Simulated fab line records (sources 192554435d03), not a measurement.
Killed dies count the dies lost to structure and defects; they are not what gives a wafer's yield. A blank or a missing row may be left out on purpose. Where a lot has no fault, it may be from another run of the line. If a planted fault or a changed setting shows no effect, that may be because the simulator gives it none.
fab line records	flow n5_finfet	part 2 of 2: steps 16 to 27 of 27
record: lots: 5	wafers: 15	last_day: 17
route steps=1938 shown BEOL_M6@1226
lots with no fault: from the same line, run without faults
start_h: hours from the record's first day to the start of the lot's first wafer shown	wait_h: hours since the lot's step before	" the same as in the row above	L1.1+2: a single row standing in for several wafers	- value missing, or start not given	* or withheld: withheld	< > ~ a bound
route shown NAME@n: NAME is a module with steps in the file, n the number in the route of the first one	usual: mean and standard deviation over wafers with no fault	same: alike in all rows	chamber/n: place in a boat	sites: each site's reading	_std_site: standard deviation across them	_edge_site: mean of outer sites minus mean of inner sites	radius_mm: how far each site lies from the wafer's centre	mask NAME#n: copy n	behind: the most recent tool/chamber to have shaped the wafer	hold: reason for holding the lot/hours on hold/outcome of the hold	device: names the non-switching transistor (n, p or np)	end of line: tests run on the same wafers once the route is complete	a step given without rows: its recipe and nothing more	killed: dies that structure and defects cost at the first sort, which is not the same as the wafer's yield	map: the dies of a wafer, with x for killed, . for not killed, _ for no die there
set.NAME: the setting that was run; set.NAME@STEP: the one run at that earlier step	model.NAME: the simulator's own value behind a step, which no gauge read
certain route steps with their lots: each step a table, each wafer a row
services: a tool's chamber out of use, with start hour (start_h, from the record's first day; less than 0 if before it), hours out, and reason
== steps ==
step: N5_BEOL_M6_STRIP_80
recipe: chemistry: N2/H2	time_s: 10	power_w: 450	temp_c: 40	pressure_mtorr: 20	rf_frequency_hz: 6e+07	bias_power_w: 7	n2_flow_sccm: 200	h2_flow_sccm: 200
usual: drypump_motor_current_A: 5.7/0.42	h2_flow_sccm: 200.1/0.58	oes_product_au: 0.84/0.07	rf_vpp_V: 59.1/0.92	showerhead_plenum_p_Torr: 2.51/0.079	throttle_valve_pct: 23.70/0.21
lot.wafer	tool	chamber	start_h	wait_h	drypump_motor_current_A	h2_flow_sccm	oes_product_au	rf_hours_counter_h	rf_vpp_V	showerhead_plenum_p_Torr	throttle_valve_pct
L075.3	rie_diel-04	0	-	-	5.2	200.1	0.80	124	58.1	2.44	24.09
L075.4	"	2	"	"	6.1	200.0	0.84	75	58.8	2.56	23.26
L075.5	"	3	"	"	6.4	198.6	0.67	-	58.4	2.62	24.05
L079.1	rie_diel-02	2	-	-	5.5	199.7	0.85	74	60.0	2.46	23.94
L079.2	"	1	"	"	6.7	200.0	0.86	46	59.0	2.47	23.43
L079.3	"	3	"	"	5.6	199.9	0.93	7	60.4	2.71	23.58
L083.1	rie_diel-04	0	-	-	5.2	200.2	0.78	136	61.5	2.44	24.13
L083.3	"	1	"	"	5.8	199.1	0.85	69	56.8	2.47	23.65
L083.6	"	0	"	"	5.1	200.5	0.79	-	58.9	2.44	24.10
L088.1	rie_diel-03	1	-	-	5.5	199.8	0.89	35	59.5	2.48	23.83
L088.2	"	0	"	"	5.4	199.9	0.87	51	59.2	2.47	23.58
L088.4	"	2	"	"	5.7	199.1	0.84	75	58.2	2.47	23.64
L096.2	rie_diel-03	3	-	-	5.3	200.8	0.66	248	58.8	2.39	23.81
L096.5	"	3	"	"	5.3	199.4	0.66	-	58.8	2.39	23.80
L096.6	"	0	"	"	5.5	200.1	0.84	-	59.4	2.46	23.59
step: N5_BEOL_M6_OCD_MEAS_38
usual: trench_depth_nm: 94.6/1.5
lot.wafer	tool	chamber	start_h	wait_h	trench_depth_nm
L075.3	ocd-02	-	207.83	-	94.8
L075.4	"	-	"	"	96.6
L075.5	"	-	"	"	91.7
L079.1	ocd-02	-	212.58	-	94.9
L079.2	"	-	"	"	94.2
L079.3	"	-	"	"	97.4
L083.1	ocd-02	-	240.25	-	95.4
L083.3	"	-	"	"	94.0
L083.6	"	-	"	"	93.8
L088.1	ocd-02	-	286.32	-	96.3
L088.2	"	-	"	"	94.5
L088.4	"	-	"	"	95.8
L096.2	ocd-01	-	339.74	-	92.1
L096.5	"	-	"	"	93.2
L096.6	"	-	"	"	92.9
step: N5_BEOL_M6_HM_STRIP_39
recipe: chemistry: peroxide_tin_strip	material: TiN	target_depth_a: 250	temp_c: 50	time_s: 158
lot.wafer	tool	chamber	start_h	wait_h
L075.3+4+5	wet_bench-02	6,3,5	207.86	0.0
L079.1+2+3	wet_bench-02	0,2,7	212.61	0.0
L083.1+3+6	wet_bench-02	5,0,1	240.28	0.0
L088.1+2+4	wet_bench-04	6,1,4	286.35	0.0
L096.2+5+6	wet_bench-01	1,6,5	339.77	0.0
step: N5_BEOL_M6_SRD_40
recipe: time_s: 30	temp_c: 23	rinse_liquid: diw	dry: ipa_marangoni
lot.wafer	tool	chamber	start_h	wait_h
L075.3+4+5	wet_bench-02	6,3,5	207.91	0.0
L079.1+2+3	wet_bench-02	0,2,7	212.66	0.0
L083.1+3+6	wet_bench-02	5,0,1	240.33	0.0
L088.1+2+4	wet_bench-04	6,1,4	286.40	0.0
L096.2+5+6	wet_bench-01	1,6,5	339.82	0.0
step: N5_BEOL_M6_PRECLEAN_42
recipe: chemistry: residue_remover	time_s: 60	temp_c: 40
lot.wafer	tool	chamber	start_h	wait_h
L075.3+4+5	wet_bench-02	6,3,5	207.93	0.0
L079.1+2+3	wet_bench-02	0,2,7	212.68	0.0
L083.1+3+6	wet_bench-02	5,0,1	240.35	0.0
L088.1+2+4	wet_bench-04	6,1,4	286.41	0.0
L096.2+5+6	wet_bench-01	1,6,5	339.84	0.0
step: N5_BEOL_M6_SRD_43
recipe: time_s: 30	temp_c: 23	rinse_liquid: diw	dry: ipa_marangoni
lot.wafer	tool	chamber	start_h	wait_h
L075.3+4+5	wet_bench-02	6,3,5	207.95	0.0
L079.1+2+3	wet_bench-02	0,2,7	212.69	0.0
L083.1+3+6	wet_bench-02	5,0,1	240.36	0.0
L088.1+2+4	wet_bench-04	6,1,4	286.43	0.0
L096.2+5+6	wet_bench-01	1,6,5	339.85	0.0
step: N5_BEOL_M6_CD_MEAS_35
recipe: target_cd_nm: 40	target_cd_y_nm: 28	polarity: opening
usual: cd_nm: 39.7/0.62
lot.wafer	tool	chamber	start_h	wait_h	cd_nm
L075.3	cd_sem-02	-	207.99	0.0	40.0
L075.4	"	-	"	"	40.5
L075.5	"	-	"	"	40.3
L079.1	cd_sem-03	-	212.73	0.0	39.8
L079.2	"	-	"	"	39.6
L079.3	"	-	"	"	39.7
L083.1	cd_sem-02	-	240.40	0.0	40.3
L083.3	"	-	"	"	39.3
L083.6	"	-	"	"	39.9
L088.1	cd_sem-01	-	286.47	0.0	41.1
L088.2	"	-	"	"	40.3
L088.4	"	-	"	"	40.6
L096.2	cd_sem-03	-	339.89	0.0	39.6
L096.5	"	-	"	"	39.2
L096.6	"	-	"	"	40.0
step: N5_BEOL_M6_CURE_75
recipe: temp_c: 370	time_s: 120	ambient: DMADMS/He	material: SiCOH_lowk
usual: lamp_power_pct: 52.30/0.048	wafer_temp_C_max: 371.9/0.52
lot.wafer	tool	chamber	start_h	wait_h	lamp_power_pct	wafer_temp_C_max
L075.3	uv_cure-02	0	208.13	0.1	52.25	371.4
L075.4	"	0	"	"	52.28	371.7
L075.5	"	0	"	"	52.41	372.2
L079.1	uv_cure-02	2	212.77	0.0	52.25	371.4
L079.2	"	2	"	"	52.30	370.9
L079.3	"	2	"	"	52.31	371.5
L083.1	uv_cure-01	1	240.44	0.0	52.31	371.9
L083.3	"	1	"	"	52.29	372.1
L083.6	"	1	"	"	52.35	371.2
L088.1	uv_cure-02	2	286.51	0.0	52.33	372.2
L088.2	"	2	"	"	52.41	371.9
L088.4	"	2	"	"	52.29	371.4
L096.2	uv_cure-02	2	339.98	0.1	52.27	371.1
L096.5	"	2	"	"	52.27	372.6
L096.6	"	2	"	"	52.29	371.9
step: N5_BEOL_M6_DEGAS_44
recipe: ambient: vacuum	temp_c: 250	time_s: 60
usual: heater_power_w: 343/43
lot.wafer	tool	chamber	start_h	wait_h	heater_power_w
L075.3	pvd_sputter-01	-	208.41	0.2	335
L075.4	"	-	"	"	417
L075.5	"	-	"	"	427
L079.1	pvd_sputter-01	-	213.11	0.3	435
L079.2	"	-	"	"	333
L079.3	"	-	"	"	317
L083.1	pvd_sputter-03	-	240.90	0.4	286
L083.3	"	-	"	"	269
L083.6	"	-	"	"	348
L088.1	pvd_sputter-01	-	286.97	0.4	433
L088.2	"	-	"	"	318
L088.4	"	-	"	"	339
L096.2	pvd_sputter-01	-	340.26	0.2	428
L096.5	"	-	"	"	387
L096.6	"	-	"	"	436
step: N5_BEOL_M6_PRE_CLEAN_45
recipe: gas: H2/He	time_s: 30	temp_c: 250
usual: heater_power_w: 341/43
lot.wafer	tool	chamber	start_h	wait_h	heater_power_w
L075.3	pvd_sputter-01	-	208.45	0.0	325
L075.4	"	-	"	"	430
L075.5	"	-	"	"	419
L079.1	pvd_sputter-01	-	213.15	0.0	418
L079.2	"	-	"	"	325
L079.3	"	-	"	"	307
L083.1	pvd_sputter-03	-	240.94	0.0	285
L083.3	"	-	"	"	272
L083.6	"	-	"	"	346
L088.1	pvd_sputter-01	-	287.01	0.0	414
L088.2	"	-	"	"	312
L088.4	"	-	"	"	314
L096.2	pvd_sputter-01	-	340.30	0.0	428
L096.5	"	-	"	"	375
L096.6	"	-	"	"	434
step: N5_BEOL_M6_ALD_77
recipe: material: TaN	target_thk_a: 20	temp_c: 275	ald_precursor_family: PDMAT	ald_co_reactant: NH3	pressure_torr: 3	carrier_flow_sccm: 1500	pulse_time_s: 2	purge_time_s: 3	co_reactant_purge_time_s: 2	co_reactant_pulse_time_s: 3	ald_cycles: 40	precursor_vessel_temp_c: 75	precursor_vessel_pressure_torr: 26.25	precursor_vessel_carrier_sccm: 1000
usual: chamber_pressure_Torr: 3.000/0.0061	heater_power_outer_w: 248/18	heater_power_w: 449/40	mfc_carrier_sccm: 1500/4.3
lot.wafer	tool	chamber	start_h	wait_h	chamber_pressure_Torr	heater_power_outer_w	heater_power_w	mfc_carrier_sccm
L075.3	ald_metal-03	3	208.51	0.0	3.009	243	436	1510
L075.4	"	1	"	"	3.007	263	544	1501
L075.5	"	3	"	"	3.003	240	431	1511
L079.1	ald_metal-04	0	213.21	0.0	2.997	215	378	1503
L079.2	"	2	"	"	3.004	250	448	1501
L079.3	"	1	"	"	2.985	251	442	1501
L083.1	ald_metal-03	0	241.00	0.0	3.003	220	394	1495
L083.3	"	1	"	"	3.004	269	524	1498
L083.6	"	0	"	"	3.004	226	391	1495
L088.1	ald_metal-04	0	287.30	0.3	3.007	209	387	1497
L088.2	"	1	"	"	3.002	258	439	1498
L088.4	"	3	"	"	2.994	262	461	1497
L096.2	ald_metal-01	3	340.41	0.1	3.002	254	464	1498
L096.5	"	3	"	"	3.009	256	462	1508
L096.6	"	2	"	"	3.002	271	462	1490
step: N5_BEOL_M6_SURFACE_TREAT_79
recipe: gas: Ar	time_s: *	ion_energy_ev: *	ion_current_ma_cm2: 0.5	pressure_mtorr: *	ar_flow_sccm: 30
usual: throttle_valve_pct: *
lot.wafer	tool	chamber	start_h	wait_h	throttle_valve_pct
L075.3	pvd_sputter-02	-	208.85	0.2	*
L075.4	"	-	"	"	*
L075.5	"	-	"	"	*
L079.1	pvd_sputter-01	-	213.53	0.2	*
L079.2	"	-	"	"	*
L079.3	"	-	"	"	*
L083.1	pvd_sputter-03	-	241.30	0.2	*
L083.3	"	-	"	"	*
L083.6	"	-	"	"	*
L088.1	pvd_sputter-03	-	287.62	0.2	*
L088.2	"	-	"	"	*
L088.4	"	-	"	"	*
L096.2	pvd_sputter-03	-	340.84	0.3	*
L096.5	"	-	"	"	*
L096.6	"	-	"	"	*
== services ==
tool	chamber	start_h	hours	kind
ald_metal-03	0	187.42	3.6	repair
uv_cure-02	-	196.51	7.5	pm
ald_metal-04	1	200.96	2.2	repair
uv_cure-01	-	211.33	24.9	pm
rie_diel-04	3	212.00	-	clean
rie_diel-04	3	212.00	-	consumable_replace:focus_ring
rie_diel-04	3	212.00	22.3	scheduled_down
rie_diel-04	3	212.00	22.3	vent_cycle
ald_metal-03	2	235.62	5.8	repair
uv_cure-01	-	236.23	3.4	pm
ald_metal-03	1	241.96	5.4	repair
ald_metal-04	-	250.72	1.2	repair
rie_diel-04	0	259.93	44.6	repair
uv_cure-01	-	262.07	0.9	repair
ald_metal-04	0	264.65	1.6	repair
ald_metal-03	-	285.70	8.7	pm
uv_cure-02	-	300.42	1.0	pm
rie_diel-03	1	300.65	1.3	repair
ald_metal-03	3	314.87	15.0	repair
wet_bench-02	-	315.00	2.7	repair
rie_diel-04	0	315.19	1.6	repair
rie_diel-02	-	322.39	0.2	repair
uv_cure-01	-	323.91	2.1	pm
ald_metal-03	-	337.25	14.0	pm
